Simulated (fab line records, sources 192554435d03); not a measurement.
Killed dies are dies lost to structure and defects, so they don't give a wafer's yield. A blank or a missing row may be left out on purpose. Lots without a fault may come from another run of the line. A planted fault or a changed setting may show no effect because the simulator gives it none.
A struck lot beside a sound one | flow n5_finfet | 17 steps out of a route of 1938
Sound: wafers L199.1, L199.4, L199.5. Struck: wafers L214.1, L214.2, L214.5. The cause comes at the end.
At each step with rows: each side's tool, then ch and its chambers, then its first start. Under that, the readings that differ: sound wafers | struck wafers | difference of the means | sigmas: that difference in standard deviations of wafers without a fault.
alike: readings whose means differ by less than 2 such deviations, and words and numbers that are the same on both sides. not compared: withheld readings, readings that some wafer has no value for, bounds like >300 that may hide the same value, and numbers for which the record gives no deviation and whose values overlap.
The two part at a step that has a row with sigmas, a row that says differs or no value, or rows on one side only. Numbers that don't overlap but have no deviation are shown without sigmas and don't part them. A reading that every wafer of one side lacks parts them only if that side has two wafers or more.

first, 5 steps without rows for these wafers: N5_SD_EPI_P_EBR_05; N5_SD_EPI_P_SOFTBAKE_04 (time 60 s); N5_SD_EPI_P_EXPOSE_06 (exposes mask SD P BLK, target cd 240 nm); N5_SD_EPI_P_PEB_07 (peb time 60 s); N5_SD_EPI_P_DEVELOP_08 (develop time 30 s).
N5_SD_EPI_P_CD_MEAS_09: target cd 240 nm.
  sound on cd_sem-02 ch 0, day 3 14:19; struck on cd_sem-03 ch 0, day 7 06:06
  alike: cd_nm
N5_SD_EPI_P_OVL_MEAS_10:
  sound on overlay-02 ch 0, day 3 14:20; struck on overlay-01 ch 0, day 7 06:08
  alike: SD_P_BLK_OVL
N5_SD_EPI_P_INSPECT_11: inspects for defects (macro).
  sound on defect_inspect-01, day 3 14:22; struck on defect_inspect-01, day 7 06:09
  alike: raw_defect_count
N5_SD_EPI_P_DESCUM_14: chemistry O2, time 7.9 s.
  sound on rie_diel-03 ch 0,1,2, day 3 14:23; struck on rie_diel-03 ch 2,3, day 7 06:11
  alike: drypump_motor_current_A, oes_product_au, rf_vpp_V, showerhead_plenum_p_Torr, temp_c, throttle_valve_pct
  not compared: rf_hours_counter_h
N5_SD_EPI_P_ETCH_36: etches SiARC in CF4, target depth 45.5 nm, time 75.8 s.
  sound on rie_diel-03 ch 0,1,2, day 3 14:26; struck on rie_diel-03 ch 2,3, day 7 06:13
  alike: drypump_motor_current_A, etch_rf_on_time_s, oes_product_au, rf_vpp_V, showerhead_plenum_p_Torr, throttle_valve_pct
  not compared: rf_hours_counter_h
N5_SD_EPI_P_ETCH_37: etches SOC in N2/H2, overetch 108 nm, time 486 s.
  sound on rie_diel-03 ch 0,1,2, day 3 14:29; struck on rie_diel-03 ch 2,3, day 7 06:17
  reading    | sound             | struck            | difference | sigmas
  temp_c (C) | 40.20 40.30 39.99 | 39.69 39.77 39.72 | -0.44      | -4
  alike: drypump_motor_current_A, oes_product_au, rf_vpp_V, showerhead_plenum_p_Torr, throttle_valve_pct
  not compared: rf_hours_counter_h
then, 1 step without rows for these wafers: N5_SD_EPI_P_STRIP_38 (strips in N2/H2).
N5_SD_EPI_P_ETCHBACK_46: etches SiNx in CH3F/O2, stops on SiO2, target depth 17.5 nm.
  sound on rie_diel-03 ch 0,1,2, day 3 14:49; struck on rie_diel-03 ch 2,3, day 7 06:36
  alike: drypump_motor_current_A, oes_o_777_au, oes_product_au, rf_vpp_V, showerhead_plenum_p_Torr, throttle_valve_pct
  not compared: rf_hours_counter_h, model.SiARC_of_SD_EPI_P_COAT_35.thk_nm
N5_SD_EPI_P_ETCH_47: etches SiOCN in CH3F/O2, target depth 25 nm.
  sound on rie_diel-03 ch 0,1,2, day 3 14:55; struck on rie_diel-03 ch 2,3, day 7 06:42
  alike: drypump_motor_current_A, oes_o_777_au, oes_product_au, rf_vpp_V, showerhead_plenum_p_Torr, throttle_valve_pct
  not compared: rf_hours_counter_h
N5_SD_EPI_P_ETCH_16: etches SiO2 in CHF3/O2, target depth 5 nm.
  sound on rie_diel-03 ch 0,1,2, day 3 15:01; struck on rie_diel-03 ch 2,3, day 7 06:48
  alike: drypump_motor_current_A, oes_o_777_au, oes_product_au, rf_vpp_V, showerhead_plenum_p_Torr, throttle_valve_pct
  not compared: rf_hours_counter_h, model.SiARC_of_SD_EPI_P_COAT_35.thk_nm
then, 1 step without rows for these wafers: N5_SD_EPI_P_STRIP_50 (strips in CHF3/O2).
-- the record jumps here: 10 days lie between the struck wafers' starts before and after (it left off in module SD_EPI_P and takes up again in module PASSIVATION, whose first step shown is number 1936 of the route) --
N5_PASSIVATION_PROBE_49:
  sound on prober-01, day 13 05:15; struck on prober-01, day 17 08:07
  alike: killed_at_M0_to_M3, killed_at_M4_up, killed_at_contacts, killed_at_front_end, killed_at_other, killed_dies, killed_open, killed_short

WHERE THEY PART
Only at N5_SD_EPI_P_ETCH_37, within this record. Later steps at which nothing parts them and some readings are alike: N5_SD_EPI_P_ETCHBACK_46, N5_SD_EPI_P_ETCH_47, N5_SD_EPI_P_ETCH_16, N5_PASSIVATION_PROBE_49.

WHY: what the simulator had put in
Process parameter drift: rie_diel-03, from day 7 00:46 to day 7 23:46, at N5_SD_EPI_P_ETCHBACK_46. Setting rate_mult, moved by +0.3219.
